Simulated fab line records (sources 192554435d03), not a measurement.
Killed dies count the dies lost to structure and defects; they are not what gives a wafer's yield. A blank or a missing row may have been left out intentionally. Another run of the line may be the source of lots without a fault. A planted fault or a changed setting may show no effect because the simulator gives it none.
Matching of chambers + flow n5Finfet + aldSin-01 running N5_STI_FIN_REVEAL_ALD_14: 4 sister chambers
The step deposits Si3N4, target thk 3 nm. 14 wafers are shown with their chamber, then 7 later ones without.

WAFERS, EACH WITH ITS CHAMBER
| wafer  | chamber | heaterPowerW (W) |
|--------|---------|------------------|
| L075.1 | 0       | 734              |
| L075.4 | 1       | 936              |
| L075.6 | 1       | 926              |
| L076.3 | 2       | 807              |
| L076.4 | 3       | 771              |
| L076.5 | 1       | 896              |
| L079.1 | 0       | 746              |
| L079.2 | 3       | 806              |
| L079.3 | 2       | 814              |
| L080.2 | 1       | 914              |
| L080.4 | 2       | 800              |
| L080.5 | 2       | 826              |
| L081.2 | 0       | 744              |
| L081.3 | 3       | 809              |

SIGNATURES, as means of the wafers listed above
| reading      | chamber 0 | chamber 1 | chamber 2 | chamber 3 | scatter within a chamber |
|--------------|-----------|-----------|-----------|-----------|--------------------------|
| heaterPowerW | 741.33    | 918.00    | 811.75    | 795.33    | 14.9                     |
Rule: for each reading, subtract the chamber's mean from the wafer's reading, divide by that reading's scatter and square the result; add these up over the readings and take the root, which gives the wafer's distance from the chamber. The wafer belongs to the nearest chamber; if the next one is less than 2 further off, it can't be placed. The scatter is the square root of a quotient: the sum, over the shown wafers, of each reading's squared deviation from its chamber's mean, divided by wafers minus chambers.

WAFERS WHOSE CHAMBER IS MISSING
| wafer  | heaterPowerW (W) |
|--------|------------------|
| L081.5 | 801              |
| L092.1 | 754              |
| L092.3 | 810              |
| L092.4 | 912              |
| L093.2 | 919              |
| L093.4 | 795              |
| L093.6 | 827              |

WHICH CHAMBER EACH WENT THROUGH
| wafer  | from the rows above     | in truth |
|--------|-------------------------|----------|
| L081.5 | can't be placed: 3 or 2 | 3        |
| L092.1 | can't be placed: 0 or 3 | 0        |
| L092.3 | can't be placed: 2 or 3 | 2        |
| L092.4 | 1                       | 1        |
| L093.2 | 1                       | 1        |
| L093.4 | can't be placed: 3 or 2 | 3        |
| L093.6 | can't be placed: 2 or 3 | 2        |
2 of 7 placed correctly. Unplaceable from these rows: 5, with the true chamber sitting among the candidates in 5. Number placed wrongly: 0.
